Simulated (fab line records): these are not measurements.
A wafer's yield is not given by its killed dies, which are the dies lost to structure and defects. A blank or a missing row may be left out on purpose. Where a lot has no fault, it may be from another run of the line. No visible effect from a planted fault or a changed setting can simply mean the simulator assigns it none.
Which tool is to blame?	flow nand_harc	13 lots, 39 wafers sampled, at 5 steps of a route of 1159

## WHAT THE GAUGES SHOWED, per wafer
NHARC_END_SORT_01.
lot	measured	on	killed_at_array	killed_at_other	killed_at_periphery	killed_dies	killed_open	killed_short
L468	day 19 12:55	prober-02	27 29 26	2 0 0	3 2 1	32 31 27	3 3 4	2 2 0
L470	day 19 12:08	prober-01	7 10 7	2 0 1	1 2 3	10 12 11	3 0 1	1 0 2
L469	day 19 19:55	prober-01	25 29 35	0 0 0	1 0 3	26 29 38	3 1 4	2 1 3
L471	day 19 19:04	prober-02	32 27 34	1 2 1	4 2 0	37 31 35	5 2 5	3 0 1
L473	day 20 02:53	prober-02	15 33 23	0 0 0	4 5 1	19 38 24	1 5 3	2 1 2
L472	day 20 09:52	prober-01	20 22 20	0 0 0	1 3 0	21 25 20	7 4 2	0 6 1
L474	day 20 11:31	prober-02	26 25 31	0 0 0	3 1 3	29 26 34	3 2 5	0 2 3
L476	day 21 12:28	prober-02	23 18 28	4 0 3	4 3 2	31 21 33	3 1 5	0 1 0
L478	day 21 12:27	prober-01	34 22 14	0 0 0	2 3 4	36 25 18	3 4 3	2 3 0
L477	day 21 21:52	prober-01	49 49 40	1 0 1	2 1 3	52 50 44	1 5 3	2 1 2
L482	day 21 22:17	prober-02	27 26 32	1 0 1	1 1 2	29 27 35	3 7 2	3 0 5
L481	day 22 04:53	prober-01	31 28 30	2 1 1	2 5 4	35 34 35	3 6 4	6 5 4
L487	day 23 19:53	prober-01	12 17 629	1 2 0	3 0 5	16 19 634	2 1 6	1 5 1

## WHICH TOOL RAN EACH LOT (tool, then ch and the chambers of the sampled wafers, then the start)
lot	NHARC_A_CONTACT_DEP_84	NHARC_A_BONDPAD_PVD_17	NHARC_THIN_TSV_PVD_19	NHARC_THIN_TSV_DESCUM_35
L468	acl_dep-02 ch 0, day 16 20:41	pvd_sputter-02, day 19 03:46 or earlier	pvd_sputter-01, day 19 03:46 or earlier	rie_diel-07 ch 0,1,3, day 19 03:46
L470	acl_dep-03 ch 0, day 16 22:06	pvd_sputter-03, day 19 02:32 or earlier	pvd_sputter-02, day 19 02:32 or earlier	rie_diel-01 ch 0,2,3, day 19 02:32
L469	acl_dep-03 ch 0, day 16 23:22	pvd_sputter-02, day 19 06:14 or earlier	pvd_sputter-03, day 19 06:14 or earlier	rie_diel-01 ch 3, day 19 06:14
L471	acl_dep-02 ch 0, day 17 07:48	pvd_sputter-02, day 19 05:10 or earlier	pvd_sputter-01, day 19 05:10 or earlier	rie_diel-01 ch 3, day 19 05:10
L473	acl_dep-01 ch 0, day 17 14:12	pvd_sputter-01, day 19 11:07 or earlier	pvd_sputter-02, day 19 11:07 or earlier	rie_diel-07 ch 0,2, day 19 11:07
L472	acl_dep-01 ch 0, day 17 19:13	pvd_sputter-03, day 20 00:46 or earlier	pvd_sputter-01, day 20 00:46 or earlier	rie_diel-01 ch 0,1,3, day 20 00:46
L474	acl_dep-02 ch 0, day 18 00:29	pvd_sputter-01, day 20 02:08 or earlier	pvd_sputter-01, day 20 02:08 or earlier	rie_diel-01 ch 0,1,3, day 20 02:08
L476	acl_dep-03 ch 0, day 19 02:10	pvd_sputter-02, day 21 01:05 or earlier	pvd_sputter-03, day 21 01:05 or earlier	rie_diel-03 ch 1,2,3, day 21 01:05
L478	acl_dep-03 ch 0, day 19 04:16	pvd_sputter-02, day 21 06:05 or earlier	pvd_sputter-03, day 21 06:05 or earlier	rie_diel-07 ch 0,1,3, day 21 06:05
L477	acl_dep-01 ch 0, day 19 05:59	pvd_sputter-01, day 21 07:40 or earlier	pvd_sputter-03, day 21 07:40 or earlier	rie_diel-01 ch 1,2,3, day 21 07:40
L482	acl_dep-03 ch 0, day 19 14:46	pvd_sputter-03, day 21 13:32 or earlier	pvd_sputter-03, day 21 13:32 or earlier	rie_diel-07 ch 0,1,3, day 21 13:32
L481	acl_dep-02 ch 0, day 19 15:50	pvd_sputter-02, day 21 15:09 or earlier	pvd_sputter-03, day 21 15:09 or earlier	rie_diel-03 ch 2,3, day 21 15:09
L487	acl_dep-02 ch 0, day 21 11:14	pvd_sputter-03, day 23 10:49 or earlier	pvd_sputter-02, day 23 10:49 or earlier	rie_diel-07 ch 1,3, day 23 10:49
- NHARC_A_CONTACT_DEP_84: deposits aC, target thk 2000 nm.
- NHARC_A_BONDPAD_PVD_17: deposits TaN, target thk 5 nm, time 8.06 s.
- NHARC_THIN_TSV_PVD_19: deposits TaN, target thk 20 nm.
- NHARC_THIN_TSV_DESCUM_35: chemistry O2, time 3 s.

## AS READ BY THE TOOLS THEMSELVES (means over the sampled wafers that have a number; for cases with no such wafer, the mark the record gives instead)
NHARC_A_CONTACT_DEP_84.
lot	tool	throttle_valve_pct (%)
L468	acl_dep-02	35.001
L470	acl_dep-03	35.010
L469	acl_dep-03	34.992
L471	acl_dep-02	35.006
L473	acl_dep-01	35.004
L472	acl_dep-01	34.992
L474	acl_dep-02	35.000
L476	acl_dep-03	35.001
L478	acl_dep-03	35.005
L477	acl_dep-01	35.006
L482	acl_dep-03	35.005
L481	acl_dep-02	34.997
L487	acl_dep-02	34.993

NHARC_A_BONDPAD_PVD_17.
lot	tool	throttle_valve_pct (%)
L468	pvd_sputter-02	29.6
L470	pvd_sputter-03	30.2
L469	pvd_sputter-02	29.6
L471	pvd_sputter-02	30.2
L473	pvd_sputter-01	30.2
L472	pvd_sputter-03	29.8
L474	pvd_sputter-01	30.6
L476	pvd_sputter-02	30.4
L478	pvd_sputter-02	29.5
L477	pvd_sputter-01	29.2
L482	pvd_sputter-03	30.2
L481	pvd_sputter-02	29.8
L487	pvd_sputter-03	29.8

NHARC_THIN_TSV_PVD_19.
lot	tool	throttle_valve_pct (%)
L468	pvd_sputter-01	30.5
L470	pvd_sputter-02	30.2
L469	pvd_sputter-03	29.8
L471	pvd_sputter-01	30.1
L473	pvd_sputter-02	30.0
L472	pvd_sputter-01	30.6
L474	pvd_sputter-01	30.5
L476	pvd_sputter-03	29.7
L478	pvd_sputter-03	30.1
L477	pvd_sputter-03	30.3
L482	pvd_sputter-03	30.3
L481	pvd_sputter-03	30.0
L487	pvd_sputter-02	29.6

NHARC_THIN_TSV_DESCUM_35.
lot	tool	drypump_motor_current_A (A)	mfc_ar_sccm (sccm)	oes_product_au (a.u.)	rf_vpp_V (V)	showerhead_plenum_p_Torr (Torr)	throttle_valve_pct (%)
L468	rie_diel-07	5.9	0.017	0.981	57.6	1.86	11.319
L470	rie_diel-01	5.4	0.000	0.996	57.5	1.88	11.311
L469	rie_diel-01	5.3	0.000	1.000	57.9	1.79	11.314
L471	rie_diel-01	5.3	0.000	0.991	58.0	1.79	11.315
L473	rie_diel-07	6.1	0.024	0.999	57.8	1.91	11.312
L472	rie_diel-01	5.0	0.009	0.997	57.5	1.87	11.306
L474	rie_diel-01	5.0	0.009	1.000	57.8	1.87	11.309
L476	rie_diel-03	5.8	0.006	1.011	57.9	1.93	11.316
L478	rie_diel-07	5.9	0.017	0.997	57.5	1.86	11.302
L477	rie_diel-01	5.3	0.009	1.000	57.1	1.87	11.301
L482	rie_diel-07	5.9	0.017	0.999	58.1	1.86	11.309
L481	rie_diel-03	5.9	0.000	0.999	58.2	1.98	11.307
L487	rie_diel-07	6.2	0.019	0.997	56.8	1.80	11.317

## THE ANSWER, worked out from the rows above alone
Rule: usual is defined by the lots themselves. The widest of any qualifying gaps counts: lots, ordered by their means at a reading, are off when they make up no more than a third of the lots, leave a main group of 4 or more, and stand apart from it by 3 or more times the standard deviation of that group's means. A main group whose means are all the same, to the digits that the tables above print for the reading, isn't used. A lot without any number at a reading at which 4 lots or more have one is off too. Where the step has rows for the other lots, those lots are counted as sound. Order of review: gauges by route order, followed by the tools' own readings, for which a lot's mean as printed above is used. The first step at which some lot is off is used, and at that step the reading that is off furthest; a lot without a number counts as furthest.
Off: L487, at NHARC_END_SORT_01 (killed_dies). The main group has a mean of 29 with a standard deviation of 8.4.
A tool fits if, at a process step before that reading, it ran every lot that is off, and no sound lot after the first of them. The gauges at NHARC_END_SORT_01 are tried like those tools. Because NHARC_A_BONDPAD_PVD_17 lacks a start for some lots, the hours and order of its lots are taken from NHARC_THIN_TSV_DESCUM_35. Because NHARC_THIN_TSV_PVD_19 lacks a start for some lots, the hours and order of its lots are taken from NHARC_THIN_TSV_DESCUM_35. Can't be told from this: 5 tools fit, acl_dep-02 at NHARC_A_CONTACT_DEP_84, pvd_sputter-03 at NHARC_A_BONDPAD_PVD_17, pvd_sputter-02 at NHARC_THIN_TSV_PVD_19, rie_diel-07 at NHARC_THIN_TSV_DESCUM_35, prober-01 at NHARC_END_SORT_01.

## WHAT THE SIMULATOR PUT IN
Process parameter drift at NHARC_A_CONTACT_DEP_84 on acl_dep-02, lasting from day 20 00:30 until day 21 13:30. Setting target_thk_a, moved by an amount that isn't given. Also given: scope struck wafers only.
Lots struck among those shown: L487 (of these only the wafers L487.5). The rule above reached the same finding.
